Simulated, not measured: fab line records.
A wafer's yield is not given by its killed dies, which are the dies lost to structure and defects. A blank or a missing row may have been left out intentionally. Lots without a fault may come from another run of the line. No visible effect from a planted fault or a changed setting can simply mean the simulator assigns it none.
Split-lot experiment ; flow n5 finfet ; 7 lots, 21 wafers read, on a route of 1938 steps

== THE SPLIT ==
At N5_BEOL_M1_TRENCH_ETCH_37 (etches SiOC in C4F6/O2, target depth 55.207 nm, time 29 s), the setting bias w was moved away from the recipe's 185 W on 6 of the 21 wafers read, by +6.8% to +13.4%. The other wafers ran this setting at the recipe's value.

== FROM THE SPLIT TO THE READING: what the file shows between them, 2 steps ==
- N5_BEOL_M1_ETCH_41: etches SiCN in CH3F/O2, target depth 31.9 nm, time 57.8 s
- N5_BEOL_M1_STRIP_97: strips in N2/H2, time 10 s

== THE READING ==
trench depth nm, in nm, at N5_BEOL_M1_OCD_MEAS_38. Fault-free wafers of this fab line usually give 55.2 nm, standard deviation 0.88 nm.

wafer;tool, chamber at the split;bias w as run, W;against the recipe;trench depth nm, nm;against lot-mates on the recipe
L074.4;rie diel-02, 1;185;recipe;54.5;-
L074.5;rie diel-02, 1;185;recipe;54.7;-
L074.6;rie diel-02, 2;209.8;+13.4%;58.0;+3.4
L075.2;rie diel-03, 3;185;recipe;54.1;-
L075.3;rie diel-03, 1;207.2;+12.0%;56.7;+2.5
L075.6;rie diel-03, 3;185;recipe;54.2;-
L078.2;rie diel-02, 0;197.6;+6.8%;56.0;+1.2
L078.4;rie diel-02, 3;197.6;+6.8%;57.2;+2.4
L078.6;rie diel-02, 1;185;recipe;54.8;-
L080.1;rie diel-03, 3;185;recipe;55.0;-
L080.4;rie diel-03, 2;185;recipe;55.4;-
L080.5;rie diel-03, 2;185;recipe;55.4;-
L084.3;rie diel-02, 3;185;recipe;55.4;-
L084.4;rie diel-02, 1;185;recipe;54.1;-
L084.5;rie diel-02, 0;185;recipe;55.1;-
L088.1;rie diel-03, 0;185;recipe;55.1;-
L088.3;rie diel-03, 2;185;recipe;54.4;-
L088.4;rie diel-03, 3;185;recipe;54.2;-
L096.1;rie diel-05, 2;202;+9.2%;56.8;+1.6
L096.2;rie diel-05, 3;185;recipe;55.2;-
L096.6;rie diel-05, 3;202;+9.2%;56.9;+1.7

THE FIT
A straight line over all 21 wafers: trench depth nm changes by +0.219 nm for each +1% of bias w; r = +0.90; the points scatter about the line by 0.51 nm.
The same after taking each lot's own level away (the mean of its wafers on the recipe; 21 wafers): +0.224 nm for each +1%; r = +0.94; scatter 0.39 nm.
The reading moves by 3 nm for the largest change in bias w, on that fit.
From 54.15 to 55.27 nm: that is the span of the lots' own levels, equal to 1.3 times the standard deviation above.
Hence the lot-to-lot level has little effect on the slope; both slopes agree.
Check: for one of the wafers moved furthest among these (+13.4%), held out of the fit, the line's prediction against its lot-mates is +2.82 nm. Against them it came out at +3.4 nm.
Tool readings at the split's step, against how far the setting was moved: rf vpp V r = +0.97.

== THE WHOLE CHAIN: every reading that the file lists as answering this split, in the file's order ==
step;what it does;reading;change (the file's fit);r (the file's)
N5_BEOL_M1_TRENCH_ETCH_37;etches SiOC in C4F6/O2, target depth 55.207 nm, time 29 s;rf vpp V;+5.1 V for each +1% of the setting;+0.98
N5_BEOL_M1_TRENCH_ETCH_37;etches SiOC in C4F6/O2, target depth 55.207 nm, time 29 s;BEOL_M1.feature depth nm (the simulator's own value, which no gauge read);+0.219 nm for each +1% of the setting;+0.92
N5_BEOL_M1_TRENCH_ETCH_37;etches SiOC in C4F6/O2, target depth 55.207 nm, time 29 s;etch.depth nm (the simulator's own value, which no gauge read);+0.222 nm for each +1% of the setting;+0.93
N5_BEOL_M1_OCD_MEAS_38;;trench depth nm;+0.228 nm for each +1% of the setting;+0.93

== FILE'S OWN FIT ==
trench depth nm changes by +0.228 nm for each +1% of bias w, r = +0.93.
